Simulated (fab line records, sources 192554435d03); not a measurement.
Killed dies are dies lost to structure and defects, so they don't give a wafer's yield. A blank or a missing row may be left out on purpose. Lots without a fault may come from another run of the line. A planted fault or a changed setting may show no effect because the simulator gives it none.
Which tool did it? | flow n5_finfet | 10 lots, 30 wafers sampled, at 5 steps of a route of 1938

WHAT THE GAUGES READ, wafer by wafer
N5_BEOL_M4_RC_MEAS_101. Usual: DIBL_N 36.0 mV/V, standard deviation 1.7; DIBL_P 35.8 mV/V, standard deviation 2; IOFF_N 0.15 nA/um, standard deviation 0.03; IOFF_P 0.20 nA/um, standard deviation 0.037; ION_N 670 uA/um, standard deviation 12; ION_P 460 uA/um, standard deviation 7.2; SS_N 71.5 mV/dec, standard deviation 0.68; SS_P 73.2 mV/dec, standard deviation 0.65; VT_N 250 mV, standard deviation 3.1; VT_P -251 mV, standard deviation 3.4.
lot  | measured     | on        | DIBL_N (mV/V)  | DIBL_P (mV/V)  | IOFF_N (nA/um) | IOFF_P (nA/um) | ION_N (uA/um) | ION_P (uA/um) | SS_N (mV/dec)  | SS_P (mV/dec)  | VT_N (mV)   | VT_P (mV)      | flag
L389 | day 8 12:48  | prober-01 | 34.3 35.8 36.6 | 33.3 34.4 34.3 | 0.12 0.15 0.15 | 0.16 0.17 0.16 | 668 677 646   | 456 457 440   | 71.9 72.1 72.3 | 72.0 72.7 72.8 | 251 247 252 | -252 -253 -253 |
L391 | day 9 03:26  | prober-01 | 39.0 39.3 34.0 | 38.2 38.9 32.5 | 0.22 0.23 0.12 | 0.31 0.33 0.20 | 669 663 657   | 465 463 464   | 72.4 72.1 70.2 | 75.0 74.9 72.8 | 244 244 250 | -240 -241 -246 |
L393 | day 9 08:45  | prober-01 | 36.3 34.4 39.2 | 37.4 36.1 40.2 | 0.15 0.13 0.20 | 0.21 0.18 0.27 | 654 663 669   | 448 460 455   | 70.6 71.2 73.0 | 73.9 73.1 74.0 | 248 252 246 | -252 -251 -251 |
L394 | day 9 17:07  | prober-01 | 35.7 35.9 37.4 | 36.3 36.5 38.2 | 0.16 0.15 0.19 | 0.19 0.20 0.23 | 681 674 689   | 459 467 471   | 71.7 72.2 73.0 | 72.8 74.3 73.7 | 247 252 248 | -252 -252 -251 |
L398 | day 11 03:55 | prober-01 | 36.8 37.1 38.4 | 34.2 35.8 37.2 | 0.14 0.15 0.17 | 0.19 0.21 0.24 | 658 674 674   | 453 468 468   | 71.7 72.0 71.9 | 73.1 72.4 74.4 | 256 251 250 | -252 -251 -248 |
L400 | day 11 15:01 | prober-01 | 36.2 35.2 35.0 | 35.7 35.6 34.7 | 0.14 0.14 0.12 | 0.19 0.20 0.18 | 658 684 655   | 453 470 460   | 71.2 71.1 70.1 | 72.7 73.4 72.7 | 252 250 254 | -252 -250 -251 |
L404 | day 12 18:06 | prober-02 | 34.7 36.5 36.4 | 33.5 35.0 35.7 | 0.13 0.15 0.15 | 0.19 0.22 0.22 | 671 647 658   | 460 448 456   | 71.4 72.0 71.8 | 72.2 72.6 72.8 | 252 251 251 | -249 -247 -247 |
L408 | day 13 10:17 | prober-01 | 37.4 35.4 34.9 | 37.8 36.2 35.6 | 0.17 0.14 0.13 | 0.21 0.18 0.17 | 682 659 657   | 463 457 461   | 72.0 71.1 71.0 | 74.5 73.8 73.4 | 251 254 253 | -251 -253 -256 |
L407 | day 13 11:05 | prober-02 | 34.7 37.6 34.3 | 33.9 37.7 33.2 | 0.13 0.17 0.12 | 0.18 0.24 0.17 | 664 684 653   | 454 467 452   | 70.7 71.3 70.4 | 73.4 73.3 72.3 | 252 249 250 | -249 -249 -254 |
L409 | day 13 17:25 | prober-02 | 34.7 35.7 37.3 | 33.1 35.3 35.7 | 0.14 0.15 0.17 | 0.17 0.20 0.21 | 671 684 665   | 462 465 457   | 71.1 70.8 71.3 | 72.5 73.3 72.6 | 248 247 248 | -253 -252 -250 |

WHICH TOOL RAN EACH LOT (tool, then ch and the chambers of the sampled wafers, then the start)
lot  | N5_BEOL_M4_STRIP_36                | N5_BEOL_M4_ANNEAL_49         | N5_BEOL_M4_ANNEAL_91         | N5_BEOL_M4_SPUTTER_92
L389 | rie_diel-02 ch 0,1,3, day 8 08:26  | pvd_sputter-02, day 8 09:37  | pvd_sputter-02, day 8 10:43  | pvd_sputter-02, day 8 10:51
L391 | rie_diel-03 ch 0,1,3, day 8 20:56  | pvd_sputter-01, day 9 00:10  | pvd_sputter-01, day 9 01:16  | pvd_sputter-01, day 9 01:25
L393 | rie_diel-03 ch 0,2,3, day 9 04:31  | pvd_sputter-01, day 9 05:48  | pvd_sputter-01, day 9 06:54  | pvd_sputter-01, day 9 07:02
L394 | rie_diel-02 ch 0,2,3, day 9 12:33  | pvd_sputter-01, day 9 14:07  | pvd_sputter-01, day 9 15:13  | pvd_sputter-01, day 9 15:22
L398 | rie_diel-02 ch 0,2,3, day 10 23:14 | pvd_sputter-01, day 11 00:50 | pvd_sputter-01, day 11 01:56 | pvd_sputter-01, day 11 02:04
L400 | rie_diel-03 ch 0,3, day 11 10:37   | pvd_sputter-03, day 11 12:12 | pvd_sputter-03, day 11 13:18 | pvd_sputter-03, day 11 13:26
L404 | rie_diel-03 ch 0,1,2, day 12 12:11 | pvd_sputter-03, day 12 15:10 | pvd_sputter-03, day 12 16:16 | pvd_sputter-03, day 12 16:24
L408 | rie_diel-02 ch 1,2, day 13 05:11   | pvd_sputter-02, day 13 06:58 | pvd_sputter-02, day 13 08:04 | pvd_sputter-02, day 13 08:12
L407 | rie_diel-04 ch 0,1, day 13 06:04   | pvd_sputter-03, day 13 08:19 | pvd_sputter-03, day 13 09:25 | pvd_sputter-03, day 13 09:33
L409 | rie_diel-02 ch 1,2, day 13 12:42   | pvd_sputter-03, day 13 14:19 | pvd_sputter-03, day 13 15:25 | pvd_sputter-03, day 13 15:34
- N5_BEOL_M4_STRIP_36: strips in N2/H2.
- N5_BEOL_M4_ANNEAL_49: time 240 s.
- N5_BEOL_M4_ANNEAL_91: time 240 s.
- N5_BEOL_M4_SPUTTER_92: material Cu, target thk 4.5 nm, time 8.29 s.

WHAT THE TOOLS THEMSELVES READ (means of the sampled wafers that have a number; where no wafer has one, the mark that the record gives instead)
N5_BEOL_M4_STRIP_36. Usual: drypump_motor_current_A 5.9 A, standard deviation 0.39; n2_flow_sccm 200.0 sccm, standard deviation 0.59; oes_product_au 0.81 a.u., standard deviation 0.088; power_w 449.9 W, standard deviation 1.3; rf_vpp_V 59.3 V, standard deviation 1.5; showerhead_plenum_p_Torr 2.54 Torr, standard deviation 0.082; throttle_valve_pct 23.56 %, standard deviation 0.22.
lot  | tool        | drypump_motor_current_A (A) | n2_flow_sccm (sccm) | oes_product_au (a.u.) | power_w (W) | rf_vpp_V (V) | showerhead_plenum_p_Torr (Torr) | throttle_valve_pct (%) | flag
L389 | rie_diel-02 | 5.9                         | 200.2               | 0.76                  | 449.8       | 59.2         | 2.53                            | 23.45                  |
L391 | rie_diel-03 | 6.1                         | 200.2               | 0.89                  | 450.2       | 58.9         | 2.55                            | 23.70                  |
L393 | rie_diel-03 | 5.6                         | 200.3               | 0.91                  | 450.0       | 60.9         | 2.51                            | 23.54                  |
L394 | rie_diel-02 | 6.0                         | 199.9               | 0.77                  | 448.9       | 58.5         | 2.54                            | 23.59                  |
L398 | rie_diel-02 | 6.0                         | 199.9               | 0.76                  | 450.2       | 59.5         | 2.54                            | 23.61                  |
L400 | rie_diel-03 | 6.0                         | 199.8               | 0.86                  | 449.4       | 59.7         | 2.53                            | 23.63                  |
L404 | rie_diel-03 | 5.6                         | 200.5               | 0.88                  | 451.3       | 57.8         | 2.51                            | 23.63                  |
L408 | rie_diel-02 | 5.8                         | 199.6               | 0.77                  | 450.3       | 58.8         | 2.52                            | 23.64                  |
L407 | rie_diel-04 | 5.6                         | 199.9               | 0.80                  | 449.5       | 58.9         | 2.65                            | 23.39                  |
L409 | rie_diel-02 | 5.8                         | 200.0               | 0.77                  | 451.1       | 60.5         | 2.52                            | 23.65                  |

N5_BEOL_M4_ANNEAL_49. Usual: heater_power_w 814 W, standard deviation 77; susceptor_temp_C 400.00 C, standard deviation 0.21.
lot  | tool           | heater_power_w (W) | susceptor_temp_C (C) | flag
L389 | pvd_sputter-02 | 795                | 400.07               |
L391 | pvd_sputter-01 | 798                | 400.12               |
L393 | pvd_sputter-01 | 822                | 399.85               |
L394 | pvd_sputter-01 | 808                | 399.94               |
L398 | pvd_sputter-01 | -                  | -                    | OFF
L400 | pvd_sputter-03 | -                  | -                    | OFF
L404 | pvd_sputter-03 | 852                | 399.90               |
L408 | pvd_sputter-02 | 810                | 400.22               |
L407 | pvd_sputter-03 | 870                | 400.00               |
L409 | pvd_sputter-03 | 867                | 399.98               |

N5_BEOL_M4_ANNEAL_91. Usual: heater_power_w 814 W, standard deviation 78; susceptor_temp_C 400.01 C, standard deviation 0.23.
lot  | tool           | heater_power_w (W) | susceptor_temp_C (C) | flag
L389 | pvd_sputter-02 | 788                | 400.15               |
L391 | pvd_sputter-01 | 809                | 399.98               |
L393 | pvd_sputter-01 | 833                | 400.02               |
L394 | pvd_sputter-01 | 817                | 400.30               |
L398 | pvd_sputter-01 | 851                | 399.97               |
L400 | pvd_sputter-03 | 763                | 399.88               |
L404 | pvd_sputter-03 | 851                | 400.01               |
L408 | pvd_sputter-02 | 809                | 399.99               |
L407 | pvd_sputter-03 | 874                | 399.86               |
L409 | pvd_sputter-03 | 865                | 400.13               |

N5_BEOL_M4_SPUTTER_92. Usual: throttle_valve_pct 29.8 %, standard deviation 1.1.
lot  | tool           | throttle_valve_pct (%) | flag
L389 | pvd_sputter-02 | 29.5                   |
L391 | pvd_sputter-01 | 29.5                   |
L393 | pvd_sputter-01 | 30.2                   |
L394 | pvd_sputter-01 | 29.6                   |
L398 | pvd_sputter-01 | 29.3                   |
L400 | pvd_sputter-03 | 30.3                   |
L404 | pvd_sputter-03 | 28.6                   |
L408 | pvd_sputter-02 | 30.1                   |
L407 | pvd_sputter-03 | 29.7                   |
L409 | pvd_sputter-03 | 30.8                   |

THE ANSWER, worked out from the rows above alone
Rule: a lot is off if the mean of its wafers that have a number lies more than 3 standard deviations from the usual mean. A lot without any number at a reading at which 4 lots or more have one is off too. The other lots that the step has rows for count as sound. The gauges are gone through in route order, then the tools' own readings, and for those a lot's mean is taken as printed above. The first step at which some lot is off is used, and at that step the reading that is off furthest; a lot without a number counts as furthest.
Off: L398, L400, at N5_BEOL_M4_ANNEAL_49 (heater_power_w). Without a number there: L398, L400.
A tool fits if, at that step or a process step before it, it ran every lot that is off, and no sound lot after the first of them. None of those tried fits.

WHAT THE SIMULATOR HAD PUT IN
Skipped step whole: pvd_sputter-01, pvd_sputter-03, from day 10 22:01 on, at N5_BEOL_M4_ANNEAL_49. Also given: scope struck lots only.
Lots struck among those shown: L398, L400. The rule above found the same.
